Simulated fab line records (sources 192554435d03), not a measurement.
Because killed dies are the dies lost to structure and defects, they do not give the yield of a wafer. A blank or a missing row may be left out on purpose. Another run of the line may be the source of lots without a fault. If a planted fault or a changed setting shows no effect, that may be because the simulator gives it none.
Split-lot study    flow n5Finfet    7 lots, 21 wafers read, on a route of 1938 steps

## SPLIT DETAILS
At N5_BEOL_M3_ETCH_41 (etches SiCN in CH3F/O2, target depth 29.9 nm, time 52.5 s), the setting targetDepthA was moved away from the recipe's 299 angstrom on 8 of the 21 wafers read, by -10.0% to +10.6%. The other wafers ran this setting at the recipe's value.

The reading comes from the split's own step.

## THE READING
etch.depthNm (the simulator's own value, which no gauge read), in nm, at N5_BEOL_M3_ETCH_41 (etches SiCN in CH3F/O2, target depth 29.9 nm, time 52.5 s). The file does not state a usual value for it. Here, 13 wafers ran the recipe; their average is 20.11 nm with a standard deviation of 0.37 nm.

wafer   tool, chamber at the split  targetDepthA as run, angstrom  against the recipe  etch.depthNm, nm  against lot-mates on the recipe
L076.1  rieDiel-02, 0               269                            -10.0%              17.61             -2.18
L076.3  rieDiel-02, 3               299                            recipe              19.79             -
L076.6  rieDiel-02, 0               269                            -10.0%              17.66             -2.13
L082.2  rieDiel-02, 2               330.6                          +10.6%              22.22             +2.45
L082.4  rieDiel-02, 1               330.6                          +10.6%              22.52             +2.75
L082.5  rieDiel-02, 3               299                            recipe              19.77             -
L088.1  rieDiel-06, 3               299                            recipe              19.46             -
L088.3  rieDiel-06, 1               299                            recipe              19.89             -
L088.4  rieDiel-06, 2               299                            recipe              20.5              -
L090.1  rieDiel-02, 1               299                            recipe              20.73             -
L090.2  rieDiel-02, 2               299                            recipe              20.52             -
L090.3  rieDiel-02, 0               299                            recipe              19.88             -
L091.3  rieDiel-05, 3               325.3                          +8.8%               21.19             +1.30
L091.4  rieDiel-05, 1               299                            recipe              19.89             -
L091.6  rieDiel-05, 1               325.3                          +8.8%               21.67             +1.78
L092.1  rieDiel-02, 0               289.3                          -3.2%               18.75             -1.56
L092.3  rieDiel-02, 1               299                            recipe              20.51             -
L092.4  rieDiel-02, 2               299                            recipe              20.11             -
L096.2  rieDiel-02, 1               299                            recipe              20.43             -
L096.3  rieDiel-02, 3               299                            recipe              19.9              -
L096.5  rieDiel-02, 3               313.7                          +4.9%               20.64             +0.48

FIT RESULTS
A straight line over all 21 wafers: etch.depthNm changes by +0.213 nm for each +1% of targetDepthA; r = +0.95; the points scatter about the line by 0.4 nm.
The same after taking each lot's own level away (the mean of its wafers on the recipe; 21 wafers): +0.219 nm for each +1%; r = +0.95; scatter 0.38 nm.
On that fit, the largest move of targetDepthA shifts the reading by 2.3 nm.
Across the lots, their own levels run from 19.770 to 20.377 nm, a range of 1.6 times the standard deviation given above.
Consequently the slope shifts little with the lot-to-lot level, the two slopes agreeing.
Check: with one of the wafers moved furthest among these (+10.6%) left out of the fit, the line predicts +2.18 nm for it against its lot-mates. Against them it came out at +2.45 nm.

## THESE WAFERS: OTHER SPLITS
These wafers also went through other splits before the reading. Each is held against what the fit with the lots' levels taken away leaves over:
other split on the same wafers   wafers away from the commonest value  r with etch.depthNm (lot level and that fit taken away)
N5_BEOL_M1_DESCUM_33 timeS       6                                     -0.09
N5_BEOL_M1_TRENCH_ETCH_37 timeS  10                                    -0.18
N5_BEOL_M2_ETCH_70 biasW         5                                     -0.06
N5_BEOL_M3_VIA_ETCH_34 biasW     9                                     +0.08

## FILE'S OWN FIT
etch.depthNm changes by +0.216 nm for each +1% of targetDepthA, r = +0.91.
